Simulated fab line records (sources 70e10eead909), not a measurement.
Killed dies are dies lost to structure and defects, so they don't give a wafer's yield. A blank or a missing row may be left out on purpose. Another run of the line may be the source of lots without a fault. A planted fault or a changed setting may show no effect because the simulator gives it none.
fab line records	flow nandHarc
record lots=5	wafers=15	lastDay=24
route steps=1159 shown THIN_TSV@1125 END@1158
lots untouched by any fault: they come from a run of this same line in which no faults occurred
startH: hours from the record's opening day to when the first of the lot's shown wafers began	waitH: hours elapsed since this lot's preceding step	" identical to the entry in the row above	L1.1+2: a single row standing in for several wafers	- value missing, or start not given	* or withheld: withheld	< > ~ a bound
route shown NAME@n: NAME is a module with steps in the file, n the number in the route of the first one	usual: average and standard deviation across the fault-free wafers	same: alike in all rows	chamber/n: place in a boat	sites: each site's reading	_std_site: standard deviation of those values	_edge_site: mean of outer sites minus mean of inner sites	radiusMm: how far each site lies from the wafer's centre	mask NAME#n: copy n	behind: tool/chamber where the wafer was last shaped	hold: the reason the lot was held/the length of the hold in hours/how it ended	device: the n, p or np transistor that did not switch	end of line: the route-end tests of the same wafers	step lacking rows: just its recipe	killed: dies lost to structure and defects at the first sort, not the wafer's yield	map: the dies of a wafer, with x for killed, . for not killed, _ for no die there
set.NAME: the run value of the setting; set.NAME@STEP: its run value at that earlier step	model.NAME: the simulator's own value behind a step, which no gauge read
lots at selected steps of the route; one table per step, one row per wafer
services: a tool's chamber out of use, with start hour (startH, from the record's first day; less than 0 if before it), hours out, and reason
## steps
# step NHARC_THIN_TSV_ETCHBACK_48
# recipe targetDepthA=10285	overEtchFrac=0.3	timeS=405.17	ionEnergyEv=250	c4f8FlowSccm=withheld	arFlowSccm=withheld	rfW=600	biasW=300	chemistry=C4F8/Ar
# usual biasW=300.1/0.95	chamberPressureMTorr=24.998/0.022	oesProductAu=0.941/0.029	rfVppV=547/3.7
lot.wafer	tool	chamber	startH	waitH	biasW	chamberPressureMTorr	oesProductAu	rfHoursCounterH	rfVppV
L083.3	rieDiel-06	1	478.28	-	300.3	24.957	0.935	4	545
L083.4	"	1	"	"	299.7	25.018	0.927	-	543
L083.6	"	2	"	"	299.9	24.999	0.937	-	550
L086.3	rieDiel-06	3	506.13	-	301.0	24.982	0.924	5	544
L086.4	"	1	"	"	299.5	25.015	0.924	5	543
L086.5	"	2	"	"	302.8	25.008	0.923	-	550
L091.2	rieDiel-06	1	522.87	-	301.0	24.981	0.928	6	543
L091.1	"	2	"	"	301.2	25.016	0.917	7	549
L091.5	"	1	"	"	300.8	25.023	0.928	-	542
L094.2	rieDiel-12	0	547.90	-	301.8	25.003	0.925	17	552
L094.6	"	1	"	"	300.4	25.013	0.921	-	552
L094.5	"	2	"	"	298.8	25.021	0.926	-	550
L095.2	rieDiel-06	3	548.43	-	301.1	25.009	0.935	8	544
L095.5	"	0	"	"	299.8	24.996	0.924	-	542
L095.6	"	1	"	"	300.9	24.961	0.931	-	544
# step NHARC_THIN_TSV_STRIP_62
# recipe powerW=1500	tempC=250	timeS=20	chemistry=N2/H2
# usual drypumpMotorCurrentA=5.4/0.35	heaterPowerW=323/31
lot.wafer	tool	chamber	startH	waitH	drypumpMotorCurrentA	heaterPowerW	rfHoursCounterH
L083.4	plasmaAsher-02	1	478.71	-	5.8	333	-
L083.3	"	0	"	"	5.8	342	-
L083.6	"	1	"	"	5.8	329	-
L086.3	plasmaAsher-02	1	506.50	-	5.8	333	-
L086.4	"	0	"	"	5.8	352	-
L086.5	"	0	"	"	5.8	337	-
L091.1	plasmaAsher-02	0	523.56	-	5.8	342	52
L091.2	"	1	"	"	5.8	334	52
L091.5	"	0	"	"	5.8	337	-
L094.2	plasmaAsher-02	0	548.15	-	5.8	336	1
L094.6	"	0	"	"	5.8	342	-
L094.5	"	1	"	"	5.7	344	-
L095.2	plasmaAsher-02	1	548.70	-	5.8	346	1
L095.5	"	0	"	"	5.8	335	-
L095.6	"	1	"	"	5.8	351	-
# step NHARC_THIN_TSV_DEGAS_49
# recipe tempC=300	timeS=120
# usual heaterPowerW=466/34
lot.wafer	tool	chamber	startH	waitH	heaterPowerW
L083.4	pvdSputter-01	-	478.86	0.1	439
L083.3	"	-	"	"	460
L083.6	"	-	"	"	502
L086.4	pvdSputter-03	-	506.65	0.1	489
L086.3	"	-	"	"	486
L086.5	"	-	"	"	451
L091.1	pvdSputter-02	-	523.74	0.2	537
L091.2	"	-	"	"	428
L091.5	"	-	"	"	414
L094.2	pvdSputter-01	-	548.34	0.2	481
L094.6	"	-	"	"	437
L094.5	"	-	"	"	465
L095.2	pvdSputter-02	-	548.86	0.1	442
L095.5	"	-	"	"	524
L095.6	"	-	"	"	424
# step NHARC_THIN_TSV_PRE_CLEAN_50
# recipe timeS=30	tempC=280	gas=H2/He
# usual heaterPowerW=410/28
lot.wafer	tool	chamber	startH	waitH	heaterPowerW
L083.4	pvdSputter-01	-	-	-	419
L083.3	"	-	"	"	435
L083.6	"	-	"	"	418
L086.4	pvdSputter-03	-	-	-	412
L086.3	"	-	"	"	394
L086.5	"	-	"	"	421
L091.1	pvdSputter-02	-	-	-	384
L091.2	"	-	"	"	428
L091.5	"	-	"	"	425
L094.2	pvdSputter-01	-	-	-	398
L094.5	"	-	"	"	415
L094.6	"	-	"	"	416
L095.2	pvdSputter-02	-	-	-	364
L095.6	"	-	"	"	412
L095.5	"	-	"	"	371
# step NHARC_THIN_TSV_PVD_19
# recipe targetThkA=200	chamberPressurePa=5	material=TaN
# usual throttleValvePct=30.3/1
lot.wafer	tool	chamber	startH	waitH	throttleValvePct
L083.3	pvdSputter-01	-	-	-	30.9
L083.4	"	-	"	"	27.5
L083.6	"	-	"	"	30.9
L086.4	pvdSputter-03	-	-	-	30.7
L086.3	"	-	"	"	29.3
L086.5	"	-	"	"	31.6
L091.1	pvdSputter-02	-	-	-	30.4
L091.2	"	-	"	"	28.6
L091.5	"	-	"	"	30.6
L094.2	pvdSputter-01	-	-	-	27.6
L094.6	"	-	"	"	29.9
L094.5	"	-	"	"	32.0
L095.2	pvdSputter-02	-	-	-	29.1
L095.5	"	-	"	"	30.5
L095.6	"	-	"	"	31.0
# step NHARC_THIN_TSV_PVD_51
# recipe targetThkA=1000	chamberPressurePa=5	material=Cu
# usual throttleValvePct=30.1/1.1
lot.wafer	tool	chamber	startH	waitH	throttleValvePct
L083.4	pvdSputter-01	-	-	-	27.5
L083.3	"	-	"	"	30.5
L083.6	"	-	"	"	30.5
L086.4	pvdSputter-03	-	-	-	31.7
L086.3	"	-	"	"	30.0
L086.5	"	-	"	"	31.4
L091.1	pvdSputter-02	-	-	-	30.5
L091.2	"	-	"	"	31.2
L091.5	"	-	"	"	30.0
L094.2	pvdSputter-01	-	-	-	31.9
L094.6	"	-	"	"	31.7
L094.5	"	-	"	"	27.5
L095.2	pvdSputter-02	-	-	-	28.4
L095.6	"	-	"	"	28.8
L095.5	"	-	"	"	30.5
# step NHARC_THIN_TSV_ECD_20
# recipe targetThkA=20000	material=Cu
lot.wafer	tool	chamber	startH	waitH
L083.4+3+6	ecdCu-01	0,1,1	479.49	-
L086.3+4+5	ecdCu-02	0,1,1	507.29	-
L091.2+1+5	ecdCu-02	1,0,1	524.21	-
L094.2+6+5	ecdCu-02	1,0,1	548.87	-
L095.2+6+5	ecdCu-01	1,0,1	549.42	-
# step NHARC_THIN_TSV_ANNEAL_52
# recipe tempC=225	timeS=90
# usual wafer_temp_C_max=226.11/0.25
lot.wafer	tool	chamber	startH	waitH	wafer_temp_C_max
L083.3	rtpAnneal-01	0	480.12	0.4	226.36
L083.4	"	0	"	"	225.94
L083.6	"	0	"	"	225.97
L086.3	rtpAnneal-01	0	507.93	0.5	226.30
L086.4	"	0	"	"	225.84
L086.5	"	0	"	"	225.68
L091.1	rtpAnneal-02	0	525.10	0.7	226.14
L091.2	"	0	"	"	226.13
L091.5	"	0	"	"	226.02
L094.2	rtpAnneal-02	0	549.66	0.7	226.16
L094.5	"	0	"	"	226.23
L094.6	"	0	"	"	226.13
L095.2	rtpAnneal-01	0	550.11	0.6	226.00
L095.5	"	0	"	"	226.10
L095.6	"	0	"	"	225.86
# step NHARC_THIN_TSV_CMP_21
# recipe tOverpolishS=30	targetThkNm=2000
# usual motorCurrentA=12.1/1.1	overpolishRunS=30.000/0.0086	slurryFilterDpKPa=13.51/0.14
lot.wafer	tool	chamber	startH	waitH	motorCurrentA	overpolishRunS	slurryFilterDpKPa
L083.3	cmp-03	1	480.36	-	13.1	30.009	13.37
L083.4	"	2	"	"	10.3	30.009	13.76
L083.6	"	2	"	"	10.5	30.004	13.59
L086.4	cmp-04	0	508.23	-	13.1	30.006	13.55
L086.3	"	1	"	"	11.8	29.993	13.50
L086.5	"	3	"	"	11.5	30.019	13.30
L091.2	cmp-04	3	525.48	-	10.8	29.997	13.38
L091.1	"	1	"	"	11.4	30.012	13.45
L091.5	"	2	"	"	11.0	30.007	13.36
L094.2	cmp-02	0	550.04	-	11.8	30.022	13.44
L094.6	"	1	"	"	12.2	29.999	13.54
L094.5	"	2	"	"	12.5	30.003	13.59
L095.2	cmp-04	1	550.44	-	12.2	30.008	13.46
L095.5	"	0	"	"	13.5	30.003	13.56
L095.6	"	1	"	"	12.3	29.991	13.33
# step NHARC_THIN_TSV_SRD_23
lot.wafer	tool	chamber	startH	waitH
L083.6+4+3	wetBench-10	2,3,6	480.73	0.0
L086.4+3+5	wetBench-08	2,3,4	508.57	0.1
L091.5+1+2	wetBench-08	5,6,7	525.82	0.0
L094.6+5+2	wetBench-08	2,3,6	550.32	0.0
L095.2+5+6	wetBench-08	6,7,0	550.77	0.0
# step NHARC_THIN_TSV_DEGAS_53
# recipe tempC=300	timeS=60
# usual heaterPowerW=468/31
lot.wafer	tool	chamber	startH	waitH	heaterPowerW
L083.4	pvdSputter-02	-	480.84	0.1	529
L083.3	"	-	"	"	492
L083.6	"	-	"	"	432
L086.3	pvdSputter-01	-	508.66	0.1	505
L086.4	"	-	"	"	469
L086.5	"	-	"	"	490
L091.1	pvdSputter-02	-	525.90	0.1	538
L091.2	"	-	"	"	441
L091.5	"	-	"	"	440
L094.2	pvdSputter-02	-	550.44	0.1	434
L094.5	"	-	"	"	489
L094.6	"	-	"	"	430
L095.2	pvdSputter-03	-	550.87	0.1	493
L095.6	"	-	"	"	470
L095.5	"	-	"	"	490
# step NHARC_THIN_TSV_PRE_CLEAN_54
# recipe timeS=30	tempC=280	gas=H2/He
# usual heaterPowerW=412/28
lot.wafer	tool	chamber	startH	waitH	heaterPowerW
L083.3	pvdSputter-02	-	480.91	0.0	386
L083.4	"	-	"	"	371
L083.6	"	-	"	"	433
L086.4	pvdSputter-01	-	508.73	0.1	398
L086.3	"	-	"	"	417
L086.5	"	-	"	"	405
L091.2	pvdSputter-02	-	525.98	0.1	364
L091.1	"	-	"	"	421
L091.5	"	-	"	"	381
L094.2	pvdSputter-02	-	550.50	0.0	379
L094.6	"	-	"	"	456
L094.5	"	-	"	"	375
L095.2	pvdSputter-03	-	550.96	0.1	405
L095.5	"	-	"	"	424
L095.6	"	-	"	"	390
# step NHARC_THIN_TSV_PVD_55
# recipe targetThkA=500	material=TiN
lot.wafer	tool	chamber	startH	waitH
L083.3+4+6	pvdSputter-02	-	480.99	0.1
L086.4+3+5	pvdSputter-01	-	508.85	0.1
L091.2+1+5	pvdSputter-02	-	526.10	0.1
L094.2+5+6	pvdSputter-02	-	550.63	0.1
L095.2+5+6	pvdSputter-03	-	551.08	0.1
# step NHARC_THIN_TSV_PVD_24
# recipe targetThkA=8000	powerW=withheld	chamberPressurePa=withheld	substrateTempC=withheld	timeS=withheld	gas=Ar	material=Al
lot.wafer	tool	chamber	startH	waitH
L083.4+3+6	pvdSputter-02	-	481.25	0.2
L086.4+3+5	pvdSputter-01	-	509.01	0.1
L091.2+1+5	pvdSputter-02	-	526.20	0.1
L094.2+5+6	pvdSputter-02	-	550.77	0.1
L095.2+6+5	pvdSputter-03	-	551.16	0.1
# step NHARC_THIN_TSV_DEHYDRATE_25
# recipe tempC=150	timeS=120
lot.wafer	tool	chamber	startH	waitH
L083.3+4+6	lithoTrack-07	0	481.56	-
L086.3+4+5	lithoTrack-02	0	509.37	-
L091.1+2+5	lithoTrack-07	0	526.61	-
L094.2+5+6	lithoTrack-05	0	551.13	-
L095.2+5+6	lithoTrack-02	0	551.58	-
# step NHARC_THIN_TSV_HMDS_26
# recipe timeS=30
lot.wafer	tool	chamber	startH	waitH
L083.3+4+6	lithoTrack-07	0	-	-
L086.3+4+5	lithoTrack-02	0	-	-
L091.1+2+5	lithoTrack-07	0	-	-
L094.2+5+6	lithoTrack-05	0	-	-
L095.2+5+6	lithoTrack-02	0	-	-
# step NHARC_THIN_TSV_COAT_27
# recipe spinRpm=*
lot.wafer	tool	chamber	startH	waitH
L083.3+4+6	lithoTrack-07	0	-	-
L086.3+4+5	lithoTrack-02	0	-	-
L091.1+2+5	lithoTrack-07	0	-	-
L094.2+5+6	lithoTrack-05	0	-	-
L095.2+5+6	lithoTrack-02	0	-	-
# step NHARC_THIN_TSV_SOFTBAKE_28
# recipe tempC=122	timeS=95
lot.wafer	tool	chamber	startH	waitH
L083.3+4+6	lithoTrack-07	0	-	-
L086.3+4+5	lithoTrack-02	0	-	-
L091.1+2+5	lithoTrack-07	0	-	-
L094.2+5+6	lithoTrack-05	0	-	-
L095.2+5+6	lithoTrack-02	0	-	-
# step NHARC_THIN_TSV_EBR_29
lot.wafer	tool	chamber	startH	waitH
L083.3+4+6	lithoTrack-07	0	-	-
L086.3+4+5	lithoTrack-02	0	-	-
L091.1+2+5	lithoTrack-07	0	-	-
L094.2+5+6	lithoTrack-05	0	-	-
L095.2+5+6	lithoTrack-02	0	-	-
# step NHARC_THIN_TSV_EXPOSE_30
# recipe na=0.55	doseMj=11.47	maskId=PAD
# usual exposureDoseMJCm2=11.470/0.0098
# same na=0.55
lot.wafer	tool	chamber	startH	waitH	mask	exposureDoseMJCm2
L083.3	krfScanner-02	0	481.71	-	PAD#0	11.465
L083.4	"	0	"	"	PAD#0	11.480
L083.6	"	0	"	"	PAD#0	11.482
L086.3	krfScanner-02	0	509.64	-	PAD#0	11.471
L086.4	"	0	"	"	PAD#0	11.465
L086.5	"	0	"	"	PAD#0	11.469
L091.1	krfScanner-01	0	526.89	-	PAD#0	11.475
L091.2	"	0	"	"	PAD#0	11.475
L091.5	"	0	"	"	PAD#0	11.479
L094.2	krfScanner-04	0	551.40	-	PAD#0	11.453
L094.5	"	0	"	"	PAD#0	11.456
L094.6	"	0	"	"	PAD#0	11.471
L095.2	krfScanner-02	0	551.85	-	PAD#0	11.464
L095.5	"	0	"	"	PAD#0	11.476
L095.6	"	0	"	"	PAD#0	11.488
# step NHARC_THIN_TSV_PEB_31
# recipe pebTempC=118	pebTimeS=85
# same pebTimeS=85
lot.wafer	tool	chamber	startH	waitH
L083.3+4+6	lithoTrack-02	0	481.77	0.1
L086.3+4+5	lithoTrack-07	0	509.71	0.1
L091.1+2+5	lithoTrack-02	0	526.95	0.1
L094.2+5+6	lithoTrack-05	0	551.46	0.1
L095.2+5+6	lithoTrack-05	0	551.92	0.1
# step NHARC_THIN_TSV_DEVELOP_32
# recipe timeS=70
lot.wafer	tool	chamber	startH	waitH
L083.3+4+6	lithoTrack-02	0	-	-
L086.3+4+5	lithoTrack-07	0	-	-
L091.1+2+5	lithoTrack-02	0	-	-
L094.2+5+6	lithoTrack-05	0	-	-
L095.2+5+6	lithoTrack-05	0	-	-
# step NHARC_THIN_TSV_CD_MEAS_33
# recipe targetCdNm=5000	landingEnergyEv=500
# usual cdNm=5000.0/1.5
lot.wafer	tool	chamber	startH	waitH	cdNm
L083.3	cdSem-01	0	481.86	-	5001.1
L083.4	"	0	"	"	5002.4
L083.6	"	0	"	"	5001.4
L086.3	cdSem-02	0	509.81	-	4997.5
L086.4	"	0	"	"	4998.1
L086.5	"	0	"	"	4998.0
L091.1	cdSem-02	0	527.04	-	4999.6
L091.2	"	0	"	"	4999.7
L091.5	"	0	"	"	4999.6
L094.2	cdSem-02	0	551.55	-	5001.5
L094.5	"	0	"	"	4999.5
L094.6	"	0	"	"	4999.8
L095.2	cdSem-03	0	552.01	-	5001.2
L095.5	"	0	"	"	5000.2
L095.6	"	0	"	"	5001.2
# step NHARC_THIN_TSV_HARDBAKE_34
# recipe tempC=125	timeS=80
lot.wafer	tool	chamber	startH	waitH
L083.3+4+6	lithoTrack-07	0	481.94	-
L086.3+4+5	lithoTrack-02	0	509.89	-
L091.1+2+5	lithoTrack-05	0	527.12	-
L094.2+5+6	lithoTrack-07	0	551.63	-
L095.2+5+6	lithoTrack-07	0	552.09	-
# step NHARC_THIN_TSV_DESCUM_35
# recipe timeS=3	o2FlowSccm=200	arFlowSccm=0	biasPowerW=0	chemistry=O2
# usual chamberPressureMTorr=60.00/0.056	drypumpMotorCurrentA=5.8/0.55	oesProductAu=0.999/0.007	rfVppV=57.8/0.94	showerheadPlenumPTorr=1.93/0.096	throttleValvePct=11.310/0.009
lot.wafer	tool	chamber	startH	waitH	chamberPressureMTorr	drypumpMotorCurrentA	oesProductAu	rfHoursCounterH	rfVppV	showerheadPlenumPTorr	throttleValvePct
L083.4	rieDiel-12	0	482.03	-	60.03	6.7	0.990	11	58.4	2.03	11.320
L083.3	"	2	"	"	60.01	4.9	0.988	10	58.2	2.01	11.314
L083.6	"	3	"	"	59.97	5.3	0.993	-	58.8	1.83	11.301
L086.3	rieDiel-12	1	509.96	-	60.03	6.6	0.994	16	59.8	2.05	11.316
L086.4	"	2	"	"	60.05	5.0	0.999	15	57.8	2.01	11.321
L086.5	"	2	"	"	60.06	5.0	1.001	-	56.5	2.01	11.302
L091.2	rieDiel-02	2	527.20	-	60.05	6.0	1.002	1	57.8	1.82	11.290
L091.1	"	3	"	"	59.95	5.9	1.010	1	58.0	1.95	11.325
L091.5	"	3	"	"	59.96	5.9	1.014	-	56.4	1.95	11.318
L094.2	rieDiel-02	0	551.72	-	60.05	5.9	1.000	2	57.9	1.82	11.297
L094.6	"	3	"	"	59.98	5.8	1.005	-	57.3	1.95	11.313
L094.5	"	0	"	"	60.05	5.9	0.994	-	57.3	1.82	11.293
L095.2	rieDiel-06	1	552.18	-	60.00	5.6	1.006	8	56.7	1.83	11.315
L095.5	"	0	"	"	59.98	5.2	1.007	-	57.3	1.82	11.307
L095.6	"	1	"	"	59.90	5.6	1.005	-	56.6	1.83	11.309
# step NHARC_THIN_TSV_ETCH_59
# recipe targetDepthA=8800	icpW=900	biasW=100	Cl2_flow_sccm=60	bcl3FlowSccm=30	timeS=138.1	chemistry=Cl2/BCl3
# usual biasW=99.98/0.29	chamberPressureMTorr=9.999/0.0089	drypumpMotorCurrentA=5.6/0.43	heBacksideLeakSccm=3.34/0.27	oesProductAu=1.004/0.0079	throttleValvePct=22.265/0.0087
lot.wafer	tool	chamber	startH	waitH	biasW	chamberPressureMTorr	drypumpMotorCurrentA	heBacksideLeakSccm	oesProductAu	rfHoursCounterH	throttleValvePct
L083.4	rieMetal-01	1	482.21	0.2	100.35	9.993	6.1	3.04	1.017	-	22.259
L083.3	"	0	"	"	100.25	9.997	6.0	3.55	1.006	-	22.265
L083.6	"	1	"	"	100.22	9.989	6.1	3.03	1.002	-	22.265
L086.3	rieMetal-02	0	510.17	0.2	99.91	9.993	5.6	3.04	1.008	-	22.259
L086.4	"	1	"	"	99.76	10.007	4.8	3.26	0.998	-	22.259
L086.5	"	0	"	"	99.32	10.011	5.6	2.97	1.001	-	22.271
L091.2	rieMetal-03	1	527.33	0.1	99.91	10.006	5.2	3.34	1.010	1.6	22.272
L091.1	"	0	"	"	100.24	10.000	5.4	3.64	1.005	1.6	22.267
L091.5	"	1	"	"	99.82	10.000	5.2	3.55	1.011	-	22.260
L094.2	rieMetal-01	0	551.84	0.1	99.62	10.003	6.0	3.49	0.998	1.4	22.267
L094.6	"	0	"	"	100.12	9.985	6.0	3.55	0.999	-	22.266
L094.5	"	1	"	"	100.25	9.987	6.1	3.11	1.003	-	22.240
L095.2	rieMetal-01	1	552.33	0.1	99.70	9.995	6.0	3.00	1.010	0.8	22.265
L095.5	"	0	"	"	100.22	10.008	6.0	3.49	0.992	-	22.271
L095.6	"	1	"	"	99.62	9.997	6.1	3.03	1.007	-	22.259
# step NHARC_THIN_TSV_ETCH_36
# recipe targetDepthA=650	overEtchFrac=0.3	timeS=18.571	ionEnergyEv=150	chemistry=Cl2/BCl3
# usual chamberPressureMTorr=9.998/0.0091	drypumpMotorCurrentA=5.6/0.43	heBacksideLeakSccm=3.4/0.35	oesProductAu=1.004/0.0072
lot.wafer	tool	chamber	startH	waitH	chamberPressureMTorr	drypumpMotorCurrentA	heBacksideLeakSccm	oesProductAu	rfHoursCounterH
L083.3	rieMetal-01	0	482.42	0.1	9.986	6.0	3.5	1.008	-
L083.4	"	1	"	"	9.993	6.0	3.0	0.999	-
L083.6	"	1	"	"	9.999	6.0	2.9	1.001	-
L086.3	rieMetal-02	0	510.37	0.2	10.003	5.6	3.2	1.002	-
L086.4	"	1	"	"	9.995	4.7	3.6	0.999	-
L086.5	"	1	"	"	9.998	4.7	3.4	0.991	-
L091.1	rieMetal-03	0	527.59	0.2	9.990	5.3	3.7	1.007	1.8
L091.2	"	1	"	"	9.995	5.2	3.5	1.009	1.8
L091.5	"	1	"	"	10.001	5.1	3.6	1.008	-
L094.2	rieMetal-01	0	552.10	0.2	10.001	6.0	3.4	1.000	1.6
L094.6	"	0	"	"	9.987	6.0	3.5	1.004	-
L094.5	"	1	"	"	10.001	6.0	3.0	1.009	-
L095.2	rieMetal-01	1	552.55	0.2	10.005	6.0	3.1	1.000	0.9
L095.5	"	1	"	"	9.987	6.0	3.1	0.998	-
L095.6	"	0	"	"	10.003	6.0	3.4	1.008	-
# step NHARC_THIN_TSV_STRIP_56
# recipe powerW=1500	tempC=250	chemistry=O2
# usual drypumpMotorCurrentA=5.4/0.35	heaterPowerW=323/31
lot.wafer	tool	chamber	startH	waitH	drypumpMotorCurrentA	heaterPowerW	rfHoursCounterH
L083.3	plasmaAsher-01	0	482.60	0.2	5.0	347	-
L083.4	"	1	"	"	5.2	273	-
L083.6	"	1	"	"	5.2	278	-
L086.3	plasmaAsher-01	1	510.57	0.2	5.2	276	-
L086.4	"	0	"	"	5.0	357	-
L086.5	"	1	"	"	5.2	266	-
L091.1	plasmaAsher-02	0	527.68	0.1	5.8	340	52
L091.2	"	1	"	"	5.8	333	52
L091.5	"	1	"	"	5.8	330	-
L094.2	plasmaAsher-02	0	552.19	0.1	5.8	341	2
L094.6	"	0	"	"	5.8	338	-
L094.5	"	1	"	"	5.8	348	-
L095.2	plasmaAsher-01	1	552.70	0.1	5.2	279	35
L095.5	"	0	"	"	5.0	341	-
L095.6	"	1	"	"	5.2	276	-
# step NHARC_THIN_TSV_STRIP_57
# recipe timeS=1200	tempC=72.5	chemistry=postEtchResidueRemover
lot.wafer	tool	chamber	startH	waitH
L083.4+6+3	wetBench-08	4,5,6	482.85	0.2
L086.5+4+3	wetBench-10	0,3,5	510.82	0.1
L091.2+1+5	wetBench-10	5,7,0	528.04	0.3
L094.2+6+5	wetBench-10	5,7,0	552.56	0.3
L095.2+5+6	wetBench-08	7,1,2	553.01	0.3
# step NHARC_THIN_TSV_CD_MEAS_37
# usual cdNm=5000.5/2.5
lot.wafer	tool	chamber	startH	waitH	cdNm
L083.3	cdSem-02	-	483.30	-	5000.5
L083.4	"	-	"	"	5004.0
L083.6	"	-	"	"	5002.0
L086.3	cdSem-01	-	511.27	-	4997.7
L086.4	"	-	"	"	4997.4
L086.5	"	-	"	"	4998.0
L091.1	cdSem-01	-	528.47	-	4996.2
L091.2	"	-	"	"	4998.8
L091.5	"	-	"	"	4998.0
L094.2	cdSem-02	-	553.00	-	5001.6
L094.5	"	-	"	"	4999.0
L094.6	"	-	"	"	4999.4
L095.2	cdSem-03	-	553.44	-	4999.8
L095.5	"	-	"	"	4999.4
L095.6	"	-	"	"	5001.7
# step NHARC_THIN_TSV_ANNEAL_58
# recipe tempC=400	timeS=1800
# usual spikeTcLowerC=399.4/1
lot.wafer	tool	chamber	startH	waitH	spikeTcLowerC
L083.3	furnace-03	0	485.24	1.9	399.3
L083.4	"	0	"	"	399.0
L083.6	"	0	"	"	397.9
L086.3	furnace-05	0	512.92	1.6	400.1
L086.4	"	0	"	"	398.7
L086.5	"	0	"	"	400.1
L091.1	furnace-06	0	532.26	3.8	400.8
L091.2	"	0	"	"	399.5
L091.5	"	0	"	"	398.1
L094.2	furnace-06	0	555.76	2.8	400.0
L094.5	"	0	"	"	400.4
L094.6	"	0	"	"	400.1
L095.2	furnace-06	0	555.76	2.3	400.3
L095.5	"	0	"	"	399.0
L095.6	"	0	"	"	400.6
# step NHARC_THIN_TSV_INSPECT_40
# usual rawDefectCount=470/85
lot.wafer	tool	chamber	startH	waitH	rawDefectCount
L083.3	defectInspect-02	-	486.68	0.4	336
L083.4	"	-	"	"	373
L083.6	"	-	"	"	459
L086.3	defectInspect-02	-	514.38	0.4	403
L086.4	"	-	"	"	397
L086.5	"	-	"	"	419
L091.1	defectInspect-02	-	533.71	0.4	326
L091.2	"	-	"	"	387
L091.5	"	-	"	"	370
L094.2	defectInspect-02	-	557.21	0.4	362
L094.5	"	-	"	"	501
L094.6	"	-	"	"	447
L095.2	defectInspect-01	-	557.23	0.4	456
L095.5	"	-	"	"	474
L095.6	"	-	"	"	456
# step NHARC_END_WLT_00
# usual VT_DECK1_BOTTOM=0.872/0.0066	VT_DECK1_BOTTOM_INNER=0.873/0.0065	VT_DECK1_MEDIAN_NEAR_BOTTOM=0.874/0.0073	VT_DECK1_MEDIAN_NEAR_BOTTOM_INNER=0.874/0.0068	VT_DECK1_MIDDLE=0.886/0.0071	VT_DECK1_MIDDLE_INNER=0.886/0.0073	VT_DECK1_TOP=0.899/0.007	VT_DECK1_TOP_INNER=0.899/0.0076
lot.wafer	tool	chamber	startH	waitH	VT_DECK1_BOTTOM	VT_DECK1_BOTTOM_INNER	VT_DECK1_MEDIAN_NEAR_BOTTOM	VT_DECK1_MEDIAN_NEAR_BOTTOM_INNER	VT_DECK1_MIDDLE	VT_DECK1_MIDDLE_INNER	VT_DECK1_TOP	VT_DECK1_TOP_INNER
L083.3	prober-01	-	487.73	1.0	0.881	0.884	0.880	0.877	0.904	0.897	0.909	0.915
L083.4	"	-	"	"	0.889	0.888	0.887	0.884	0.892	0.891	0.910	0.918
L083.6	"	-	489.23	2.5	0.885	0.887	0.889	0.880	0.900	0.900	0.908	0.920
L086.3	prober-02	-	516.26	1.9	0.867	0.864	0.863	0.868	0.882	0.881	0.884	0.895
L086.4	"	-	"	"	0.863	0.868	0.871	0.867	0.876	0.879	0.889	0.891
L086.5	"	-	"	"	0.870	0.870	0.869	0.869	0.883	0.881	0.897	0.893
L091.1	prober-01	-	533.75	0.0	0.865	0.876	0.863	0.880	0.878	0.878	0.895	0.892
L091.2	"	-	"	"	0.869	0.870	0.869	0.874	0.885	0.884	0.890	0.895
L091.5	"	-	535.73	2.0	0.864	0.868	0.865	0.870	0.871	0.885	0.899	0.896
L094.2	prober-01	-	557.76	0.5	0.876	0.874	0.876	0.863	0.885	0.886	0.900	0.901
L094.5	"	-	559.26	2.0	0.870	0.872	0.871	0.868	0.881	0.888	0.894	0.892
L094.6	"	-	"	"	0.869	0.865	0.868	0.878	0.878	0.891	0.894	0.894
L095.2	prober-02	-	561.00	3.8	0.877	0.877	0.877	0.877	0.892	0.885	0.892	0.891
L095.5	"	-	562.48	5.2	0.876	0.871	0.875	0.867	0.886	0.888	0.895	0.894
L095.6	"	-	"	"	0.871	0.874	0.883	0.877	0.892	0.884	0.902	0.903
## services
tool	chamber	startH	hours	kind
pvdSputter-03	-	458.07	10.0	pm
cmp-03	-	461.23	0.5	repair
krfScanner-02	-	461.73	4.5	repair
cmp-04	-	472.46	2.4	repair
rieDiel-06	0	477.84	6.1	repair
rieDiel-12	0	488.47	15.5	repair
cmp-04	-	497.00	4.0	pm
rieMetal-03	0	497.74	2.0	repair
krfScanner-02	-	499.26	0.5	repair
rieDiel-02	-	504.78	9.0	pm
rieMetal-01	-	509.00	9.0	pm
rieMetal-02	0	511.47	12.5	repair
rieDiel-06	1	512.58	4.6	repair
pvdSputter-01	-	514.00	10.0	pm
lithoTrack-02	-	515.00	7.0	pm
ecdCu-02	-	532.26	8.0	pm
rieDiel-12	3	533.44	8.5	repair
pvdSputter-01	-	533.83	4.3	repair
cmp-04	-	534.80	1.8	repair
rieMetal-01	1	537.13	8.3	repair
plasmaAsher-02	-	537.17	9.0	pm
lithoTrack-07	-	539.00	7.0	pm
pvdSputter-03	-	540.00	6.7	repair
krfScanner-02	-	554.00	4.0	pm
## key
fault none
